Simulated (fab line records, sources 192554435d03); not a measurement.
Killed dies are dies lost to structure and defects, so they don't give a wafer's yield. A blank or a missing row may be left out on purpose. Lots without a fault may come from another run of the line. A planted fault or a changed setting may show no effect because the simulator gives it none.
fab line records | flow n5_finfet
record lots=7 wafers=39
route steps=1938 shown BEOL_M0_SAQP@638 BEOL_M3@981 BEOL_M5@1191 BEOL_M7@1329
start_h: hours from the record's first day to the start of the lot's first wafer shown | wait_h: hours since the lot's step before | " the same as in the row above | L1.1+2: a row that stands for several wafers | - no value, or no start given | * or withheld: withheld | < > ~ a bound
route shown NAME@n: a module of which the file shows steps, and the number in the route of the first | usual: mean/standard deviation of fault-free wafers | same: alike in all rows | chamber/n: place in a boat | sites: the reading at each site | _std_site: their standard deviation | _edge_site: outer sites' mean less inner sites' | radius_mm: how far each site lies from the wafer's centre | mask NAME#n: copy n | behind: the tool/chamber that last shaped the wafer | hold: why the lot was held/for how many hours/how that ended | device: the transistor (n, p or np) that didn't switch | end of line: the same wafers' tests at the end of the route | a step without rows: its recipe alone | killed: dies lost to structure and defects at the first sort, not the wafer's yield | map: a wafer's dies, x killed, . not, _ none there
set.NAME: the setting as run; set.NAME@STEP: as run at that earlier step | model.NAME: the simulator's own value behind a step, which no gauge read
lots whose settings were changed on purpose; a table a step, a row a wafer
## steps
# step N5_BEOL_M0_SAQP_PECVD_04
# recipe material=a-Si target_thk_a=600 temp_c=350 precursor=SiH4/He pressure_torr=3 rf_w=100 time_s=60.2
# columns lot.wafer tool chamber start_h wait_h set.time_s model.a-Si_of_BEOL_M0_SAQP_PECVD_04.thk_nm
L080.1+2 pecvd-01 0,1 147.99 0.0 60.2 59.6
L080.3 " 2 " " 60.2 59.4
L080.4 " 2 " " 60.2 60.2
L080.5 " 1 " " 60.2 60.4
L080.6 " 0 " " 60.2 60.8
L083.1 pecvd-01 0 166.77 0.0 89.06 88.2
L083.2 " 2 " " 60.2 59.2
L083.3 " 1 " " 60.2 60
L083.4 " 0 " " 60.2 60.4
L083.5 " 2 " " 89.06 89.4
L083.6 " 1 " " 89.06 89.6
L089.1 pecvd-02 1 202.39 0.0 60.2 58.6
L089.2+3+4 " 0,2,1 " " 60.2 59
L089.5 " 2 " " 60.2 60.2
L089.6 " 0 " " 60.2 60
L090.1+6 pecvd-01 2 204.69 0.0 41.54 42
L090.2 " 1 " " 60.2 59.2
L090.3 " 0 " " 60.2 60
L090.4 " 1 " " 60.2 60.2
L090.5 " 0 " " 41.54 41.4
L091.2 pecvd-04 0 211.61 0.0 60.2 60
L091.4 " 2 " " 60.2 60.6
L091.6 " 0 " " 60.2 60.8
L092.1+6 pecvd-04 1,0 216.67 0.0 60.2 61
L092.2 " 0 " " 60.2 59.8
L092.3 " 2 " " 60.2 59.6
L092.4 " 2 " " 60.2 60.6
L092.5 " 1 " " 60.2 60.8
L094.1 pecvd-01 2 226.42 0.0 31.84 31.6
L094.2 " 1 " " 60.2 59
L094.3 " 0 " " 31.84 30.6
L094.4 " 0 " " 60.2 59.6
L094.5 " 1 " " 31.84 31.8
L094.6 " 2 " " 60.2 61
# step N5_BEOL_M0_SAQP_THK_MEAS_05
# usual thk_nm=59.9/0.79
# columns lot.wafer tool chamber start_h wait_h set.time_s@BEOL_M0_SAQP_PECVD_04 thk_nm
L080.1 film_metro-02 - 148.09 0.1 60.2 59.6
L080.2 " - " " 60.2 59.6
L080.3 " - " " 60.2 59.5
L080.4 " - " " 60.2 60.2
L080.5 " - " " 60.2 60.3
L080.6 " - " " 60.2 60.8
L083.1 film_metro-02 - 166.87 0.1 89.06 88.1
L083.2 " - " " 60.2 59.3
L083.3 " - " " 60.2 59.9
L083.4 " - " " 60.2 60.3
L083.5 " - " " 89.06 89.4
L083.6 " - " " 89.06 89.6
L089.1 film_metro-01 - 202.49 0.1 60.2 58.6
L089.2 " - " " 60.2 59.1
L089.3 " - " " 60.2 59.0
L089.4 " - " " 60.2 59.1
L089.5 " - " " 60.2 60.3
L089.6 " - " " 60.2 60.1
L090.1 film_metro-02 - 204.79 0.1 41.54 41.9
L090.2 " - " " 60.2 59.3
L090.3 " - " " 60.2 60.1
L090.4 " - " " 60.2 60.2
L090.5 " - " " 41.54 41.5
L090.6 " - " " 41.54 42.0
L091.2 film_metro-01 - 211.71 0.1 60.2 60.0
L091.4 " - " " 60.2 60.8
L091.6 " - " " 60.2 60.9
L092.1 film_metro-01 - 216.77 0.1 60.2 60.9
L092.2 " - " " 60.2 59.8
L092.3 " - " " 60.2 59.5
L092.4 " - " " 60.2 60.5
L092.5 " - " " 60.2 60.8
L092.6 " - " " 60.2 61.0
L094.1 film_metro-01 - 226.52 0.1 31.84 31.5
L094.2 " - " " 60.2 59.1
L094.3 " - " " 31.84 30.6
L094.4 " - " " 60.2 59.7
L094.5 " - " " 31.84 31.9
L094.6 " - " " 60.2 61.0
# step N5_BEOL_M0_SAQP_HM_DEP_111
# recipe material=SiO2 target_thk_a=120 temp_c=400 precursor=SiH4/N2O pressure_torr=0.75 rf_w=275 time_s=7.2
# step N5_BEOL_M0_SAQP_COAT_81
# recipe resist=SOC temp_c=250 time_s=60 spin_rpm=1500 resist_thk_nm=100
# step N5_BEOL_M0_SAQP_HM_OPEN_112
# recipe chemistry=CHF3/O2 target=SiO2 stop_on=a-Si target_depth_a=120 over_etch_frac=1.25 mask_material=SOC time_s=13.5 pressure_mtorr=30 source_w=650 bias_w=170 Ar_flow_sccm=200 CHF3_flow_sccm=50 O2_flow_sccm=5 ion_energy_ev=200 ends=end_point
# step N5_BEOL_M0_SAQP_STRIP_113
# recipe chemistry=CHF3/O2 resist=SiARC rf_frequency_hz=6e+07
# step N5_BEOL_M0_SAQP_MANDREL_ETCH_20
# recipe target_depth_a=600 chemistry=HBr/Cl2 target=a-Si stop_on=SiNx bt_time_s=10 mask_material=SOC over_etch_frac=0.5 time_s=30 pressure_mtorr=10 icp_w=800 bias_w=75 HBr_flow_sccm=150 Cl2_flow_sccm=80 ends=end_point
# usual oes_product_au=0.773/0.013
# columns lot.wafer tool chamber start_h wait_h set.time_s@BEOL_M0_SAQP_PECVD_04 oes_product_au model.etch.depth_nm
L080.1 rie_si-05 3 148.94 0.0 60.2 0.759 59.6
L080.2 " 0 " " 60.2 0.777 59.59
L080.3 " 1 " " 60.2 0.784 59.45
L080.4 " 0 " " 60.2 0.775 60.2
L080.5 " 3 " " 60.2 0.756 60.32
L080.6 " 1 " " 60.2 0.798 60.76
L083.1 rie_si-05 3 167.74 0.0 89.06 0.969 88.11
L083.2 " 0 " " 60.2 0.772 59.22
L083.3 " 1 " " 60.2 0.791 59.83
L083.4 " 0 " " 60.2 0.783 60.31
L083.5 " 1 " " 89.06 1.011 89.34
L083.6 " 3 " " 89.06 0.963 89.14
L089.1 rie_si-06 1 203.35 0.0 60.2 0.768 58.61
L089.2 " 0 " " 60.2 0.770 58.98
L089.3 " 3 " " 60.2 0.758 59
L089.4 " 2 " " 60.2 0.760 58.98
L089.5 " 1 " " 60.2 0.779 60.22
L089.6 " 0 " " 60.2 0.785 60
L090.1 rie_si-01 0 205.71 0.0 41.54 0.640 41.99
L090.2 " 3 " " 60.2 0.752 59.28
L090.3 " 1 " " 60.2 0.791 60.02
L090.4 " 2 " " 60.2 0.762 60.16
L090.5 " 3 " " 41.54 0.613 41.49
L090.6 " 2 " " 41.54 0.632 42.03
L091.2 rie_si-01 1 212.43 0.0 60.2 0.787 59.97
L091.4 " 0 " " 60.2 0.775 60.68
L091.6 " 3 " " 60.2 0.767 60.87
L092.1 rie_si-06 3 217.62 0.0 60.2 0.774 60.87
L092.2 " 2 " " 60.2 0.764 59.82
L092.3 " 0 " " 60.2 0.775 59.57
L092.4 " 1 " " 60.2 0.781 60.45
L092.5 " 2 " " 60.2 0.768 60.78
L092.6 " 1 " " 60.2 0.793 60.99
L094.1 rie_si-06 3 227.51 0.0 31.84 0.560 31.5
L094.2 " 2 " " 60.2 0.750 59.07
L094.3 " 1 " " 31.84 0.563 30.61
L094.4 " 0 " " 60.2 0.778 59.61
L094.5 " 0 " " 31.84 0.570 31.87
L094.6 " 3 " " 60.2 0.769 60.92
# step N5_BEOL_M3_ETCH_41
# recipe chemistry=CH3F/O2 target=SiCN target_depth_a=299 taper_deg=2 time_s=52.5 ion_energy_ev=120 mask_material=TiN pressure_mtorr=30 source_w=395 bias_w=75 Ar_flow_sccm=150 CH3F_flow_sccm=30 O2_flow_sccm=20
# columns lot.wafer tool chamber start_h wait_h set.target_depth_a model.etch.depth_nm
L080.1 rie_diel-03 1 - - 299 20.11
L080.2 " 0 " " 299 19.81
L080.3 " 3 " " 299 20.72
L080.4 " 2 " " 299 19.73
L080.5 " 1 " " 299 20.05
L080.6 " 2 " " 299 19.79
L083.1 rie_diel-03 3 - - 360.7 24.82
L083.2 " 1 " " 360.7 24.05
L083.3 " 2 " " 299 19.72
L083.4 " 3 " " 299 20.48
L083.5 " 1 " " 360.7 24.16
L083.6 " 2 " " 299 19.76
L089.1 rie_diel-03 3 - - 299 20.76
L089.2 " 0 " " 299 20.28
L089.3 " 1 " " 299 19.8
L089.4 " 2 " " 299 19.76
L089.5 " 3 " " 299 20.74
L089.6 " 0 " " 299 20.48
L090.1 rie_diel-05 0 - - 299 19.79
L090.2 " 1 " " 299 19.55
L090.3 " 3 " " 299 20.18
L090.4 " 0 " " 225.4 14.9
L090.5 " 1 " " 225.4 14.6
L090.6 " 3 " " 225.4 15.27
L091.2 rie_diel-05 0 - - 299 19.82
L091.4 " 3 " " 299 20.23
L091.6 " 0 " " 299 20.02
L092.1 rie_diel-05 1 - - 299 19.37
L092.2 " 0 " " 299 19.75
L092.3 " 3 " " 419.5 27.79
L092.4 " 1 " " 419.5 27.04
L092.5 " 3 " " 419.5 27.89
L092.6 " 0 " " 299 19.7
L094.1 rie_diel-05 2 - - 168.8 11.43
L094.2 " 0 " " 168.8 11.17
L094.3 " 1 " " 299 19.62
L094.4 " 3 " " 168.8 11.39
L094.5 " 3 " " 299 20.14
L094.6 " 0 " " 299 19.82
# step N5_BEOL_M5_DEP_56
# recipe material=SiCN target_thk_a=80 temp_c=withheld precursor=3MS/NH3 pressure_torr=3 rf_w=202 time_s=14
# columns lot.wafer tool chamber start_h wait_h set.target_thk_a model.SiCN_of_BEOL_M5_DEP_56.thk_nm
L080.1 pecvd-01 2 213.07 0.0 93.79 9.2
L080.2+6 " 1,0 " " 93.79 9.4
L080.3+4 " 0,1 " " 80 8
L080.5 " 2 " " 80 8.2
L083.1 pecvd-02 1 233.71 0.0 124.3 12.4
L083.2+3 " 2,0 " " 80 8
L083.4 " 2 " " 124.3 12.8
L083.5 " 1 " " 80 8.2
L083.6 " 0 " " 124.3 12.6
L089.1+2 pecvd-01 2,0 266.69 0.0 80 8
L089.3+6 " 1,2 " " 42.97 4.2
L089.4 " 1 " " 42.97 4.4
L089.5 " 0 " " 80 8.2
L090.1+2+4+6 pecvd-03 0,2,0,2 279.36 0.0 80 8.2
L090.3 " 1 " " 80 8
L090.5 " 1 " " 80 8.4
L092.1+3+6 pecvd-03 2,0,2 286.53 0.0 80 8
L092.2+5 " 1,0 " " 80 7.8
L092.4 " 1 " " 80 8.2
L094.1+2+6 pecvd-03 0,2,0 292.26 0.0 63.73 6.6
L094.3+5 " 1 " " 80 8.2
L094.4 " 2 " " 80 8
L091.2+4+6 pecvd-02 1 302.10 0.0 80 8.2
# step N5_BEOL_M7_DEP_56
# recipe material=SiCN target_thk_a=100 temp_c=withheld precursor=3MS/NH3 pressure_torr=3 rf_w=202 time_s=17.5
# columns lot.wafer tool chamber start_h wait_h set.target_thk_a model.SiCN_of_BEOL_M7_DEP_56.thk_nm
L080.1 pecvd-04 2 226.08 0.0 100 9.8
L080.2 " 1 " " 100 10
L080.3 " 0 " " 117.7 11.6
L080.4 " 2 " " 100 10.2
L080.5 " 1 " " 117.7 11.8
L080.6 " 0 " " 117.7 12
L083.1+5 pecvd-01 0,1 248.80 0.0 144.2 14.2
L083.2 " 2 " " 100 9.6
L083.3 " 1 " " 144.2 14
L083.4 " 2 " " 100 10
L083.6 " 0 " " 100 9.8
L089.1+3 pecvd-04 0,2 286.82 0.0 100 10
L089.2+6 " 1,0 " " 100 10.2
L089.4+5 " 1,2 " " 100 10.4
L090.1+4 pecvd-04 0,2 295.77 0.0 100 10
L090.2+5 " 1,0 " " 100 10.2
L090.3 " 2 " " 100 9.8
L090.6 " 1 " " 100 10.4
L092.1 pecvd-02 1 304.20 0.0 100 9.8
L092.2+3+6 " 0,2,0 " " 100 9.6
L092.4+5 " 2,1 " " 100 10
L094.1 pecvd-01 1 306.05 0.0 129.3 12.6
L094.2+3 " 0,2 " " 100 9.6
L094.4 " 2 " " 129.3 13
L094.5 " 1 " " 100 10
L094.6 " 0 " " 129.3 12.8
L091.2 pecvd-02 2 316.13 0.0 100 9.6
L091.4 " 1 " " 100 10
L091.6 " 2 " " 100 9.8
## key
split step=N5_BEOL_M0_SAQP_PECVD_04 setting=time_s stated=60.2 by=wafer
response step=N5_BEOL_M0_SAQP_PECVD_04 reading=model.a-Si_of_BEOL_M0_SAQP_PECVD_04.thk_nm change=+0.603 per=1% r=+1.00
response step=N5_BEOL_M0_SAQP_THK_MEAS_05 reading=thk_nm change=* per=1% r=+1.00
response step=N5_BEOL_M0_SAQP_MANDREL_ETCH_20 reading=oes_product_au change=+0.00426 per=1% r=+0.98
response step=N5_BEOL_M0_SAQP_MANDREL_ETCH_20 reading=model.etch.depth_nm change=+0.602 per=1% r=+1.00
split step=N5_BEOL_M3_ETCH_41 setting=target_depth_a stated=299 by=wafer
response step=N5_BEOL_M3_ETCH_41 reading=model.etch.depth_nm change=+0.198 per=1% r=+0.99
split step=N5_BEOL_M5_DEP_56 setting=target_thk_a stated=80 by=wafer
response step=N5_BEOL_M5_DEP_56 reading=model.SiCN_of_BEOL_M5_DEP_56.thk_nm change=+0.0811 per=1% r=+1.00
split step=N5_BEOL_M7_DEP_56 setting=target_thk_a stated=100 by=wafer
response step=N5_BEOL_M7_DEP_56 reading=model.SiCN_of_BEOL_M7_DEP_56.thk_nm change=+0.1 per=1% r=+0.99
